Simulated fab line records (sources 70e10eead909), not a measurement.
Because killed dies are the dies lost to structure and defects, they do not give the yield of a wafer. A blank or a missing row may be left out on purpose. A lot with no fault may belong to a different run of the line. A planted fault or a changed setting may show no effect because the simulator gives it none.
fab line records	flow nandHarc
[record] lots = 24	wafers = 72	lastDay = 25
route steps=1159 shown A_CHANNEL_FILL_D1@492 A_STAIRCASE@551
lots that met no fault: taken from a fault-free run of the same line
startH: start of the lot's first displayed wafer, in hours after the record's first day	waitH: how many hours have passed since the lot's step before this one	" the same as in the row above	L1.1+2: a row that stands for several wafers	- no value, or no start given	* or withheld: withheld	< > ~ a bound
route shown NAME@n: a module of which the file shows steps, and the number in the route of the first	usual: the fault-free wafers' mean and standard deviation	same: alike in all rows	chamber/n: place in a boat	sites: each site's reading	_std_site: the values' standard deviation	_edge_site: the outer-site mean with the inner-site mean subtracted	radiusMm: for every site, how far away it sits from the centre of the wafer	mask NAME#n: copy n	behind: the most recent tool/chamber to have shaped the wafer	hold: the reason the lot was held/the length of the hold in hours/how it ended	device: the transistor (n, p or np) that didn't switch	end of line: the same wafers' tests at the end of the route	step lacking rows: just its recipe	killed: dies lost to structure and defects at the first sort, not the wafer's yield	map: shows each die of a wafer: x if killed, . if not, _ if none is there
set.NAME: setting as actually run; set.NAME@STEP: the setting as run at that earlier step	model.NAME: the simulator's own value behind a step, which no gauge read
a sample of lots followed through the steps of the route, with each step as a table and each wafer as a row
services: the hour from which a tool's chamber was out of use, counted from the record's first day as startH (under 0 if before that day), plus the number of hours and why
[[steps]]
[step NHARC_A_CHANNEL_FILL_D1_ALD_02]
[recipe] targetThkA = 60	pulseTimeS = 10	aldCycles = 60	tempC = 300	material = SiO2
[usual] heaterPowerW = 469/26	precursorPulseHeightRel = 1.003/0.021
lot.wafer	tool	chamber	startH	waitH	heaterPowerW	precursorPulseHeightRel
L074.3	aldHk-03	1	184.73	-	428	0.990
L074.1	"	0	"	"	462	0.991
L074.6	"	1	"	"	441	0.982
L075.2	aldHk-02	3	186.24	-	468	0.993
L075.3	"	0	"	"	490	0.994
L075.6	"	3	"	"	473	1.021
L077.1	aldHk-03	1	194.57	-	445	1.030
L077.6	"	0	"	"	450	0.997
L077.5	"	1	"	"	433	0.968
L076.1	aldHk-02	2	195.00	-	472	1.013
L076.4	"	3	"	"	477	0.964
L076.5	"	1	"	"	434	1.010
L078.4	aldHk-03	3	207.47	-	488	0.965
L078.1	"	1	"	"	430	1.021
L078.6	"	0	"	"	465	0.977
L079.1	aldHk-03	1	211.00	-	440	1.007
L079.4	"	2	"	"	478	0.968
L079.6	"	3	"	"	487	1.002
L081.4	aldHk-01	3	218.73	-	484	0.998
L081.1	"	0	"	"	430	1.035
L081.3	"	1	"	"	484	1.023
L080.2	aldHk-02	1	218.76	-	434	1.002
L080.4	"	3	"	"	477	0.995
L080.6	"	1	"	"	440	1.019
L083.1	aldHk-01	1	238.19	-	481	1.008
L083.3	"	0	"	"	393	0.985
L083.6	"	1	"	"	498	0.994
L082.1	aldHk-03	2	239.46	-	485	1.008
L082.4	"	3	"	"	483	1.008
L082.2	"	0	"	"	463	0.978
L084.3	aldHk-03	3	251.82	-	490	0.982
L084.6	"	2	"	"	489	0.992
L084.5	"	3	"	"	496	0.998
L085.4	aldHk-03	1	252.51	-	451	0.972
L085.3	"	2	"	"	494	0.987
L085.5	"	0	"	"	458	0.984
L087.2	aldHk-01	1	255.99	-	504	1.034
L087.1	"	2	"	"	491	0.986
L087.6	"	2	"	"	489	1.013
L086.4	aldHk-02	3	263.17	-	473	0.993
L086.1	"	0	"	"	470	0.987
L086.6	"	2	"	"	470	0.986
L088.1	aldHk-02	1	263.53	-	439	0.959
L088.3	"	2	"	"	474	0.992
L088.5	"	2	"	"	473	0.990
L089.1	aldHk-01	3	272.08	-	494	1.023
L089.2	"	1	"	"	499	1.004
L089.5	"	0	"	"	404	1.007
L090.2	aldHk-02	2	278.87	-	479	0.999
L090.4	"	3	"	"	476	0.965
L090.1	"	0	"	"	490	1.011
L091.4	aldHk-03	3	285.26	-	508	1.032
L091.1	"	0	"	"	472	0.999
L091.3	"	1	"	"	444	0.992
L092.1	aldHk-03	3	286.50	-	497	1.024
L092.5	"	1	"	"	445	0.993
L092.6	"	2	"	"	496	1.014
L093.1	aldHk-03	2	296.10	-	493	1.016
L093.3	"	3	"	"	489	1.013
L093.2	"	1	"	"	448	1.015
L094.3	aldHk-02	2	302.00	-	481	0.991
L094.4	"	3	"	"	495	0.968
L094.6	"	1	"	"	423	1.023
L095.1	aldHk-02	2	303.68	-	473	1.031
L095.2	"	3	"	"	487	0.986
L095.6	"	2	"	"	478	1.014
L096.4	aldHk-02	0	312.18	-	485	1.000
L096.2	"	3	"	"	497	1.011
L096.5	"	1	"	"	425	1.019
L097.1	aldHk-02	1	328.92	-	448	0.999
L097.3	"	2	"	"	475	0.994
L097.6	"	2	"	"	463	1.029
[step NHARC_A_STAIRCASE_ETCH_15]
[recipe] targetDepthA = 1000	timeS = 40.5	ionEnergyEv = 400	c4f8FlowSccm = 20	o2FlowSccm = 10	arFlowSccm = withheld	rfW = 600	biasW = 1000	chemistry = C4F8/O2
[usual] biasW = 999.8/2.9	oesProductAu = 0.938/0.011	rfVppV = 894/6.2
[same] timeS = 40.5
lot.wafer	tool	chamber	startH	waitH	biasW	oesProductAu	rfHoursCounterH	rfVppV
L074.1	rieDiel-13	3	-	-	1002.6	0.940	44	888
L074.3	"	2	"	"	1003.5	0.952	48	887
L074.6	"	0	"	"	998.6	0.930	-	898
L075.2	rieDiel-01	1	-	-	997.9	0.930	34	890
L075.3	"	0	"	"	995.7	0.926	33	895
L075.6	"	1	"	"	1000.5	0.928	-	887
L076.1	rieDiel-01	3	-	-	999.2	0.922	41	896
L076.4	"	1	"	"	997.6	0.927	40	889
L076.5	"	2	"	"	996.8	0.924	-	891
L077.1	rieDiel-01	2	-	-	998.9	0.937	35	889
L077.6	"	1	"	"	993.3	0.926	-	889
L077.5	"	2	"	"	1002.5	0.935	-	888
L078.1	rieDiel-01	3	-	-	996.9	0.922	48	896
L078.6	"	2	"	"	1007.5	0.942	-	889
L078.4	"	1	"	"	1001.8	0.938	-	888
L079.4	rieDiel-06	0	-	-	1001.5	0.935	3	900
L079.1	"	1	"	"	1006.2	0.944	3	902
L079.6	"	1	"	"	1005.0	0.949	-	901
L081.1	rieDiel-06	0	-	-	999.4	0.932	6	899
L081.4	"	1	"	"	1002.9	0.955	7	901
L081.3	"	3	"	"	997.9	0.954	7	889
L080.2	rieDiel-01	1	-	-	1002.7	0.944	49	888
L080.4	"	2	"	"	1001.9	0.948	44	890
L080.6	"	3	"	"	997.2	0.931	-	898
L082.4	rieDiel-06	1	-	-	1002.5	0.940	15	903
L082.2	"	3	"	"	1000.0	0.943	15	887
L082.1	"	0	"	"	997.4	0.932	15	898
L083.1	rieDiel-13	2	-	-	1001.4	0.934	4	905
L083.3	"	1	"	"	1002.2	0.941	3	890
L083.6	"	3	"	"	997.9	0.928	-	887
L084.3	rieDiel-13	3	-	-	998.7	0.921	10	886
L084.6	"	2	"	"	999.2	0.940	-	906
L084.5	"	3	"	"	998.1	0.926	-	888
L085.3	rieDiel-06	2	-	-	1001.0	0.927	19	900
L085.4	"	0	"	"	993.1	0.925	19	899
L085.5	"	2	"	"	995.2	0.924	-	898
L087.2	rieDiel-06	1	-	-	999.2	0.930	22	902
L087.1	"	3	"	"	1004.5	0.937	22	888
L087.6	"	0	"	"	996.7	0.925	-	899
L086.4	rieDiel-13	2	-	-	994.5	0.932	15	905
L086.1	"	0	"	"	1000.0	0.958	13	897
L086.6	"	2	"	"	998.3	0.931	-	906
L088.1	rieDiel-13	3	-	-	994.2	0.934	18	888
L088.3	"	0	"	"	997.1	0.941	15	898
L088.5	"	2	"	"	999.1	0.925	-	905
L089.1	rieDiel-13	2	-	-	997.3	0.930	17	906
L089.2	"	1	"	"	1001.5	0.939	16	889
L089.5	"	3	"	"	1004.0	0.930	-	887
L090.2	rieDiel-06	2	-	-	1002.8	0.937	32	899
L090.1	"	3	"	"	994.2	0.949	33	886
L090.4	"	1	"	"	1001.8	0.947	33	901
L091.4	rieDiel-13	1	-	-	1003.4	0.936	22	891
L091.3	"	2	"	"	1003.8	0.934	23	905
L091.1	"	0	"	"	995.3	0.929	21	897
L092.1	rieDiel-13	3	-	-	1001.6	0.926	25	886
L092.5	"	3	"	"	1003.0	0.926	-	886
L092.6	"	0	"	"	999.8	0.938	-	896
L093.1	rieDiel-01	2	-	-	1002.2	0.957	8	888
L093.2	"	3	"	"	998.8	0.955	8	896
L093.3	"	1	"	"	1001.6	0.943	6	888
L094.3	rieDiel-06	1	-	-	1001.5	0.963	40	902
L094.4	"	0	"	"	998.0	0.935	40	898
L094.6	"	1	"	"	1000.5	0.965	-	900
L095.1	rieDiel-01	0	-	-	999.7	0.962	11	893
L095.2	"	1	"	"	998.6	0.962	9	888
L095.6	"	0	"	"	1002.6	0.971	-	894
L096.4	rieDiel-13	2	-	-	1001.8	0.950	34	904
L096.2	"	1	"	"	1003.1	0.949	33	889
L096.5	"	3	"	"	997.5	0.938	-	886
L097.3	rieDiel-01	3	-	-	1000.4	0.943	20	895
L097.1	"	0	"	"	998.3	0.938	20	893
L097.6	"	3	"	"	1001.6	0.947	-	897
[step NHARC_A_STAIRCASE_ETCH_19]
[recipe] targetDepthA = 1000	timeS = 40.5	ionEnergyEv = 400	c4f8FlowSccm = 20	o2FlowSccm = 10	arFlowSccm = withheld	rfW = 600	biasW = 1000	chemistry = C4F8/O2
[usual] biasW = 1000/3	oesProductAu = 0.939/0.011	rfVppV = 894/5.9
[same] timeS = 40.5
lot.wafer	tool	chamber	startH	waitH	biasW	oesProductAu	rfHoursCounterH	rfVppV
L074.3	rieDiel-13	3	-	-	994	0.954	45	889
L074.1	"	2	"	"	996	0.953	48	885
L074.6	"	0	"	"	998	0.933	-	898
L075.2	rieDiel-01	0	-	-	999	0.943	34	895
L075.3	"	1	"	"	1002	0.941	34	889
L075.6	"	2	"	"	995	0.946	-	890
L076.1	rieDiel-01	1	-	-	1000	0.933	41	890
L076.4	"	2	"	"	1000	0.929	35	889
L076.5	"	1	"	"	1002	0.934	-	890
L077.1	rieDiel-01	2	-	-	994	0.930	35	890
L077.5	"	1	"	"	1005	0.924	-	890
L077.6	"	2	"	"	994	0.934	-	891
L078.1	rieDiel-01	1	-	-	998	0.935	46	888
L078.4	"	2	"	"	1000	0.937	-	890
L078.6	"	1	"	"	1001	0.935	-	888
L079.1	rieDiel-06	0	-	-	1001	0.943	3	898
L079.4	"	1	"	"	1001	0.954	4	901
L079.6	"	3	"	"	1000	0.962	-	888
L081.3	rieDiel-06	0	-	-	1001	0.946	6	899
L081.1	"	1	"	"	1006	0.940	7	901
L081.4	"	2	"	"	1002	0.951	8	898
L080.4	rieDiel-01	2	-	-	995	0.944	44	889
L080.2	"	3	"	"	998	0.925	52	896
L080.6	"	3	"	"	1002	0.932	-	896
L082.1	rieDiel-06	3	-	-	996	0.943	15	887
L082.4	"	0	"	"	999	0.931	15	900
L082.2	"	2	"	"	999	0.945	15	898
L083.1	rieDiel-13	3	-	-	1005	0.920	4	888
L083.3	"	0	"	"	1002	0.927	4	898
L083.6	"	3	"	"	999	0.923	-	888
L084.3	rieDiel-13	1	-	-	1001	0.938	8	889
L084.5	"	3	"	"	998	0.927	-	887
L084.6	"	0	"	"	999	0.936	-	898
L085.4	rieDiel-06	0	-	-	998	0.948	20	899
L085.3	"	2	"	"	1000	0.944	19	898
L085.5	"	3	"	"	1005	0.958	-	886
L087.2	rieDiel-06	1	-	-	998	0.945	23	901
L087.1	"	2	"	"	996	0.926	22	898
L087.6	"	1	"	"	997	0.945	-	903
L086.1	rieDiel-13	1	-	-	1000	0.940	15	891
L086.4	"	3	"	"	993	0.919	16	888
L086.6	"	1	"	"	1002	0.932	-	890
L088.3	rieDiel-13	0	-	-	995	0.935	15	899
L088.1	"	1	"	"	999	0.942	17	890
L088.5	"	1	"	"	1001	0.943	-	889
L089.1	rieDiel-13	1	-	-	996	0.936	17	888
L089.2	"	2	"	"	1002	0.923	18	907
L089.5	"	0	"	"	998	0.934	-	897
L090.4	rieDiel-06	1	-	-	1001	0.940	33	901
L090.2	"	3	"	"	1001	0.943	33	887
L090.1	"	0	"	"	1006	0.934	34	898
L091.1	rieDiel-13	1	-	-	999	0.955	22	890
L091.4	"	2	"	"	1002	0.941	24	905
L091.3	"	0	"	"	1002	0.938	21	897
L092.1	rieDiel-13	2	-	-	1001	0.941	24	906
L092.6	"	1	"	"	1002	0.928	-	890
L092.5	"	2	"	"	997	0.944	-	905
L093.2	rieDiel-01	0	-	-	998	0.937	8	893
L093.1	"	2	"	"	1003	0.930	8	890
L093.3	"	3	"	"	997	0.922	8	896
L094.4	rieDiel-06	1	-	-	1003	0.967	40	901
L094.3	"	2	"	"	996	0.955	39	898
L094.6	"	2	"	"	996	0.961	-	897
L095.1	rieDiel-01	1	-	-	1000	0.943	10	889
L095.2	"	3	"	"	1000	0.933	11	895
L095.6	"	1	"	"	1001	0.948	-	889
L096.4	rieDiel-13	2	-	-	1002	0.934	35	905
L096.2	"	0	"	"	1002	0.955	31	896
L096.5	"	3	"	"	1004	0.926	-	886
L097.1	rieDiel-01	3	-	-	1001	0.953	21	896
L097.3	"	1	"	"	999	0.932	18	885
L097.6	"	2	"	"	1001	0.950	-	887
[step NHARC_A_STAIRCASE_ETCH_192]
[recipe] targetDepthA = 1000	timeS = 40.5	ionEnergyEv = 400	c4f8FlowSccm = 20	o2FlowSccm = 10	arFlowSccm = withheld	rfW = 600	biasW = 1000	chemistry = C4F8/O2
[usual] biasW = 1000.3/3	oesProductAu = 0.937/0.011	rfVppV = 894/5.9
[same] timeS = 40.5
lot.wafer	tool	chamber	startH	waitH	biasW	oesProductAu	rfHoursCounterH	rfVppV
L074.3	rieDiel-06	0	-	-	996.5	0.945	63	900
L074.1	"	1	"	"	1003.0	0.960	50	903
L074.6	"	2	"	"	999.1	0.944	-	898
L075.3	rieDiel-13	0	-	-	998.7	0.922	48	897
L075.2	"	1	"	"	1005.1	0.941	48	890
L075.6	"	3	"	"	1002.4	0.939	-	888
L076.1	rieDiel-01	2	-	-	999.8	0.927	36	890
L076.4	"	0	"	"	1004.2	0.936	41	894
L076.5	"	1	"	"	1002.2	0.928	-	888
L077.1	rieDiel-01	1	-	-	1000.8	0.934	42	887
L077.5	"	2	"	"	1000.7	0.936	-	890
L077.6	"	3	"	"	995.1	0.928	-	897
L078.1	rieDiel-01	3	-	-	1002.3	0.928	50	898
L078.4	"	2	"	"	1001.2	0.937	42	889
L078.6	"	3	"	"	1003.9	0.931	-	896
L079.1	rieDiel-13	0	-	-	1000.2	0.910	56	898
L079.4	"	1	"	"	1002.4	0.944	56	889
L079.6	"	3	"	"	995.0	0.929	-	887
L080.2	rieDiel-06	3	-	-	998.2	0.940	9	887
L080.4	"	1	"	"	997.4	0.937	11	902
L080.6	"	3	"	"	1004.2	0.942	-	887
L081.1	rieDiel-06	0	-	-	1001.8	0.932	9	899
L081.3	"	2	"	"	1004.3	0.945	11	900
L081.4	"	3	"	"	1002.9	0.941	10	889
L082.4	rieDiel-06	1	-	-	994.3	0.957	17	901
L082.1	"	2	"	"	1005.8	0.939	17	899
L082.2	"	3	"	"	1000.9	0.951	17	887
L083.1	rieDiel-06	2	-	-	1000.2	0.937	18	900
L083.3	"	3	"	"	1002.5	0.952	17	888
L083.6	"	1	"	"	998.0	0.938	-	902
L084.3	rieDiel-01	0	-	-	1001.1	0.925	59	895
L084.5	"	2	"	"	996.6	0.949	-	890
L084.6	"	3	"	"	1001.2	0.914	-	896
L085.4	rieDiel-06	3	-	-	1000.6	0.943	20	886
L085.3	"	1	"	"	999.4	0.956	20	901
L085.5	"	0	"	"	998.8	0.939	-	898
L087.2	rieDiel-06	0	-	-	995.4	0.938	25	898
L087.1	"	1	"	"	998.5	0.960	24	903
L087.6	"	3	"	"	995.4	0.938	-	887
L086.4	rieDiel-13	1	-	-	994.1	0.927	18	888
L086.1	"	0	"	"	990.0	0.924	16	899
L086.6	"	1	"	"	997.2	0.927	-	890
L088.1	rieDiel-01	0	-	-	999.8	0.945	1	894
L088.3	"	1	"	"	997.9	0.940	1	890
L088.5	"	1	"	"	1000.1	0.950	-	887
L089.2	rieDiel-01	1	-	-	1002.8	0.935	1	888
L089.1	"	3	"	"	999.0	0.936	1	897
L089.5	"	1	"	"	1000.7	0.939	-	889
L090.4	rieDiel-06	2	-	-	996.9	0.934	34	898
L090.1	"	3	"	"	997.2	0.953	35	886
L090.2	"	0	"	"	996.3	0.939	35	899
L091.1	rieDiel-13	0	-	-	999.5	0.943	22	896
L091.4	"	1	"	"	1002.9	0.934	24	889
L091.3	"	3	"	"	1002.7	0.935	26	887
L092.1	rieDiel-01	2	-	-	1005.3	0.929	6	890
L092.5	"	0	"	"	1006.2	0.939	-	894
L092.6	"	1	"	"	1003.1	0.925	-	889
L093.3	rieDiel-13	0	-	-	1000.2	0.950	27	898
L093.2	"	1	"	"	1004.6	0.936	28	890
L093.1	"	2	"	"	1004.9	0.935	30	905
L094.4	rieDiel-01	1	-	-	1003.1	0.953	10	888
L094.3	"	2	"	"	1004.4	0.956	12	889
L094.6	"	2	"	"	1002.0	0.956	-	887
L095.1	rieDiel-13	1	-	-	996.1	0.936	31	889
L095.2	"	2	"	"	1002.7	0.927	32	906
L095.6	"	0	"	"	997.9	0.934	-	898
L096.2	rieDiel-06	1	-	-	1002.6	0.912	48	899
L096.4	"	1	"	"	1000.3	0.931	-	902
L096.5	"	0	"	"	999.4	0.914	-	900
L097.1	rieDiel-13	0	-	-	1000.8	0.944	37	897
L097.3	"	2	"	"	997.1	0.940	41	906
L097.6	"	0	"	"	1003.5	0.946	-	897
[step NHARC_A_STAIRCASE_ETCH_227]
[recipe] targetDepthA = 1000	timeS = 40.5	ionEnergyEv = 400	c4f8FlowSccm = 20	o2FlowSccm = 10	arFlowSccm = withheld	rfW = 600	biasW = 1000	chemistry = C4F8/O2
[usual] biasW = 999.8/2.7	oesProductAu = 0.938/0.011	rfVppV = 894/5.5
[same] timeS = 40.5
lot.wafer	tool	chamber	startH	waitH	biasW	oesProductAu	rfHoursCounterH	rfVppV
L074.3	rieDiel-01	2	-	-	998.6	0.933	33	888
L074.1	"	3	"	"	1001.8	0.925	41	896
L074.6	"	1	"	"	1002.3	0.918	-	890
L075.3	rieDiel-01	2	-	-	1001.5	0.933	33	890
L075.2	"	3	"	"	997.3	0.913	41	897
L075.6	"	2	"	"	1001.9	0.937	-	889
L076.1	rieDiel-01	0	-	-	1001.2	0.926	44	895
L076.5	"	0	"	"	1000.9	0.927	-	895
L076.4	"	2	"	"	1004.1	0.933	-	890
L077.1	rieDiel-01	3	-	-	998.3	0.938	47	896
L077.5	"	3	"	"	998.8	0.940	-	897
L077.6	"	2	"	"	1001.4	0.939	-	889
L078.4	rieDiel-01	3	-	-	995.8	0.925	51	896
L078.1	"	1	"	"	997.0	0.940	48	889
L078.6	"	3	"	"	995.6	0.935	-	897
L079.4	rieDiel-13	2	-	-	999.6	0.924	60	885
L079.1	"	1	"	"	997.6	0.930	57	890
L079.6	"	2	"	"	1004.1	0.925	-	887
L081.1	rieDiel-06	1	-	-	1002.3	0.938	13	903
L081.4	"	2	"	"	1000.4	0.939	13	900
L081.3	"	0	"	"	996.4	0.938	12	899
L080.2	rieDiel-01	1	-	-	997.6	0.936	53	890
L080.4	"	2	"	"	1004.1	0.928	48	889
L080.6	"	0	"	"	998.7	0.921	-	894
L082.4	rieDiel-01	2	-	-	1000.3	0.942	53	891
L082.1	"	0	"	"	999.1	0.944	56	895
L082.2	"	1	"	"	1000.8	0.928	57	889
L083.3	rieDiel-13	0	-	-	999.8	0.954	7	899
L083.1	"	1	"	"	996.3	0.937	8	890
L083.6	"	0	"	"	999.2	0.936	-	897
L085.4	rieDiel-06	3	-	-	1002.0	0.944	22	886
L085.3	"	1	"	"	1001.7	0.956	22	901
L085.5	"	3	"	"	1001.8	0.926	-	886
L084.3	rieDiel-01	3	-	-	1004.0	0.932	67	896
L084.5	"	0	"	"	999.1	0.945	-	893
L084.6	"	3	"	"	1002.6	0.928	-	897
L087.2	rieDiel-06	0	-	-	997.3	0.929	26	899
L087.1	"	1	"	"	994.3	0.953	25	902
L087.6	"	1	"	"	1001.0	0.948	-	902
L086.4	rieDiel-13	1	-	-	1001.6	0.929	20	889
L086.1	"	0	"	"	997.9	0.945	19	897
L086.6	"	1	"	"	996.7	0.933	-	889
L088.1	rieDiel-06	1	-	-	998.9	0.941	31	902
L088.3	"	2	"	"	998.3	0.919	31	899
L088.5	"	2	"	"	1000.4	0.935	-	897
L089.2	rieDiel-01	0	-	-	1003.3	0.964	3	893
L089.1	"	3	"	"	998.1	0.941	3	896
L089.5	"	1	"	"	1001.3	0.950	-	886
L090.4	rieDiel-06	2	-	-	993.2	0.943	35	898
L090.1	"	3	"	"	1002.2	0.943	36	886
L090.2	"	0	"	"	1005.2	0.935	37	899
L091.4	rieDiel-13	2	-	-	1000.9	0.937	27	904
L091.1	"	0	"	"	1002.5	0.934	24	896
L091.3	"	1	"	"	1000.9	0.943	25	889
L092.1	rieDiel-13	0	-	-	999.3	0.932	24	897
L092.5	"	3	"	"	999.1	0.928	-	887
L092.6	"	0	"	"	1000.7	0.926	-	897
L093.2	rieDiel-06	3	-	-	998.3	0.938	41	887
L093.1	"	0	"	"	998.2	0.937	42	898
L093.3	"	1	"	"	994.7	0.936	41	900
L094.3	rieDiel-13	2	-	-	1006.0	0.936	33	907
L094.4	"	3	"	"	998.7	0.924	34	886
L094.6	"	1	"	"	997.5	0.930	-	888
L095.1	rieDiel-01	0	-	-	1000.2	0.964	16	894
L095.2	"	1	"	"	996.9	0.947	14	889
L095.6	"	1	"	"	995.8	0.941	-	887
L096.2	rieDiel-01	1	-	-	1000.3	0.952	16	889
L096.4	"	2	"	"	996.3	0.963	18	889
L096.5	"	0	"	"	998.5	0.953	-	896
L097.3	rieDiel-01	3	-	-	999.0	0.941	24	898
L097.1	"	1	"	"	999.3	0.947	22	888
L097.6	"	2	"	"	997.4	0.952	-	890
[step NHARC_A_STAIRCASE_TRIM_233]
[recipe] timeS = 211.2	o2FlowSccm = 500	arFlowSccm = 0	biasW = 0	chemistry = O2
[usual] drypumpMotorCurrentA = 5.9/0.37	mfcArSccm = 0.003/0.0085	oesProductAu = 0.998/0.0086	rfVppV = 57.5/0.93	showerheadPlenumPTorr = 3.46/0.14	throttleValvePct = 17.037/0.0087
[same] biasW = 0	timeS = 211.2
lot.wafer	tool	chamber	startH	waitH	drypumpMotorCurrentA	mfcArSccm	oesProductAu	rfHoursCounterH	rfVppV	showerheadPlenumPTorr	throttleValvePct
L074.3	rieDiel-01	1	-	-	5.6	0	0.989	40	57.5	3.33	17.035
L074.1	"	0	"	"	5.8	0	0.997	38	57.5	3.48	17.033
L074.6	"	1	"	"	5.6	0	0.995	-	56.4	3.33	17.050
L075.2	rieDiel-13	3	-	-	5.4	0	0.997	51	55.4	3.30	17.029
L075.3	"	0	"	"	5.6	0	0.980	51	57.6	3.58	17.024
L075.6	"	0	"	"	5.6	0	0.979	-	57.4	3.58	17.036
L076.1	rieDiel-13	0	-	-	5.7	0	0.974	55	57.6	3.58	17.059
L076.4	"	2	"	"	6.5	0.011	1.005	58	56.6	3.27	17.024
L076.5	"	0	"	"	5.7	0	0.987	-	59.3	3.58	17.023
L077.1	rieDiel-01	3	-	-	6.0	0	0.990	47	57.8	3.55	17.039
L077.6	"	3	"	"	6.0	0	0.984	-	58.2	3.55	17.047
L077.5	"	0	"	"	5.8	0	0.991	-	57.3	3.48	17.034
L078.1	rieDiel-01	2	-	-	5.8	0	0.993	44	56.3	3.35	17.041
L078.4	"	1	"	"	5.6	0	0.999	48	56.7	3.32	17.034
L078.6	"	2	"	"	5.8	0	0.995	-	56.0	3.35	17.043
L079.4	rieDiel-13	2	-	-	6.6	0.011	1.007	60	58.0	3.27	17.045
L079.1	"	3	"	"	5.4	0	1.000	58	57.7	3.29	17.037
L079.6	"	0	"	"	5.7	0	0.993	-	56.6	3.58	17.048
L081.1	rieDiel-06	3	-	-	6.2	0.033	0.991	12	59.2	3.29	17.048
L081.4	"	0	"	"	5.9	0	0.993	12	57.3	3.60	17.039
L081.3	"	2	"	"	6.4	0.002	0.995	13	57.8	3.60	17.036
L080.2	rieDiel-13	0	-	-	5.7	0	0.999	0	58.3	3.58	17.045
L080.4	"	3	"	"	5.4	0	0.993	0	56.0	3.29	17.028
L080.6	"	1	"	"	5.3	0	0.997	-	56.8	3.36	17.040
L082.1	rieDiel-13	2	-	-	6.5	0.011	0.990	10	58.5	3.80	17.040
L082.4	"	3	"	"	5.4	0	0.991	9	57.5	3.29	17.046
L082.2	"	0	"	"	5.6	0	1.002	7	57.9	3.57	17.027
L083.1	rieDiel-01	2	-	-	5.8	0	1.005	55	58.4	3.34	17.043
L083.3	"	1	"	"	5.6	0	0.987	59	56.8	3.32	17.042
L083.6	"	3	"	"	6.0	0	0.994	-	58.6	3.54	17.030
L085.3	rieDiel-06	2	-	-	6.4	0.002	1.001	22	57.6	3.59	17.033
L085.4	"	0	"	"	5.9	0	0.994	23	58.7	3.60	17.036
L085.5	"	2	"	"	6.4	0.002	1.004	-	57.4	3.59	17.040
L084.3	rieDiel-01	2	-	-	5.8	0	1.002	60	57.4	3.34	17.027
L084.5	"	0	"	"	5.7	0	0.991	-	58.3	3.47	17.035
L084.6	"	3	"	"	6.0	0	0.994	-	57.9	3.54	17.043
L087.2	rieDiel-06	3	-	-	6.3	0.033	1.004	26	57.7	3.28	17.033
L087.1	"	0	"	"	5.9	0	0.988	26	58.0	3.60	17.035
L087.6	"	0	"	"	5.9	0	0.988	-	56.9	3.60	17.045
L086.4	rieDiel-06	0	-	-	5.9	0	0.997	31	57.4	3.59	17.043
L086.1	"	1	"	"	6.6	0.002	0.999	30	58.2	3.68	17.040
L086.6	"	2	"	"	6.5	0.002	0.993	-	56.3	3.59	17.036
L088.1	rieDiel-06	2	-	-	6.5	0.002	0.985	31	57.9	3.59	17.033
L088.3	"	0	"	"	5.9	0	0.986	33	56.7	3.59	17.036
L088.5	"	2	"	"	6.4	0.002	0.998	-	58.7	3.59	17.034
L089.1	rieDiel-01	2	-	-	5.8	0	1.000	3	55.8	3.34	17.029
L089.2	"	0	"	"	5.8	0	1.003	3	57.9	3.46	17.040
L089.5	"	2	"	"	5.8	0	0.998	-	59.0	3.34	17.047
L090.1	rieDiel-01	2	-	-	5.8	0	1.008	7	58.6	3.33	17.044
L090.2	"	3	"	"	6.0	0	1.008	7	56.9	3.54	17.046
L090.4	"	0	"	"	5.8	0	1.009	7	56.7	3.46	17.034
L091.4	rieDiel-01	0	-	-	5.8	0	1.008	7	56.4	3.46	17.040
L091.1	"	1	"	"	5.6	0	0.992	5	57.0	3.31	17.029
L091.3	"	3	"	"	6.0	0	1.000	7	57.1	3.54	17.048
L092.1	rieDiel-13	2	-	-	6.5	0.011	0.987	27	58.8	3.79	17.038
L092.5	"	3	"	"	5.4	0	0.988	-	58.5	3.28	17.044
L092.6	"	0	"	"	5.7	0	1.006	-	58.7	3.56	17.047
L093.3	rieDiel-06	0	-	-	5.9	0	0.988	42	58.3	3.59	17.029
L093.1	"	2	"	"	6.4	0.002	0.997	41	58.3	3.58	17.026
L093.2	"	3	"	"	6.3	0.033	1.008	41	56.5	3.27	17.047
L094.3	rieDiel-06	0	-	-	5.9	0	0.991	43	56.7	3.59	17.032
L094.6	"	1	"	"	6.5	0.002	1.009	-	57.8	3.67	17.029
L094.4	"	0	"	"	5.9	0	0.998	-	58.1	3.59	17.024
L095.1	rieDiel-01	0	-	-	5.8	0	1.013	17	55.9	3.46	17.036
L095.2	"	1	"	"	5.6	0	0.999	14	55.2	3.31	17.020
L095.6	"	3	"	"	6.0	0	0.988	-	57.5	3.53	17.036
L096.2	rieDiel-01	1	-	-	5.6	0	1.014	16	57.2	3.31	17.045
L096.4	"	2	"	"	5.8	0	1.010	19	56.2	3.33	17.043
L096.5	"	1	"	"	5.6	0	1.000	-	56.3	3.31	17.041
L097.1	rieDiel-01	3	-	-	6.0	0	1.005	27	57.0	3.53	17.032
L097.3	"	0	"	"	5.8	0	1.012	26	58.5	3.45	17.027
L097.6	"	3	"	"	6.0	0	0.995	-	58.7	3.53	17.034
[[services]]
tool	chamber	startH	hours	kind
rieDiel-01	0	171.32	-	clean
rieDiel-01	1	171.32	-	clean
rieDiel-01	2	171.32	-	clean
rieDiel-01	3	171.32	-	clean
rieDiel-01	2	173.13	22.8	repair
rieDiel-06	3	190.61	4.7	repair
rieDiel-01	0	195.82	-	clean
rieDiel-01	1	195.82	-	clean
rieDiel-01	3	195.82	-	clean
rieDiel-06	1	199.82	13.2	repair
rieDiel-01	0	220.35	-	clean
aldHk-01	-	228.00	10.0	pm
rieDiel-06	-	241.27	9.0	pm
rieDiel-01	1	255.60	2.0	repair
rieDiel-01	0	260.84	5.2	repair
rieDiel-13	-	276.08	9.0	pm
rieDiel-06	-	296.99	3.5	repair
rieDiel-01	1	308.71	14.6	repair
rieDiel-13	2	309.80	3.9	repair
rieDiel-01	-	315.40	9.0	pm
aldHk-01	-	323.00	0.9	repair
aldHk-03	-	323.81	10.0	pm
rieDiel-01	1	333.90	6.0	repair
rieDiel-06	3	359.28	27.0	repair
[[key]]
fault none
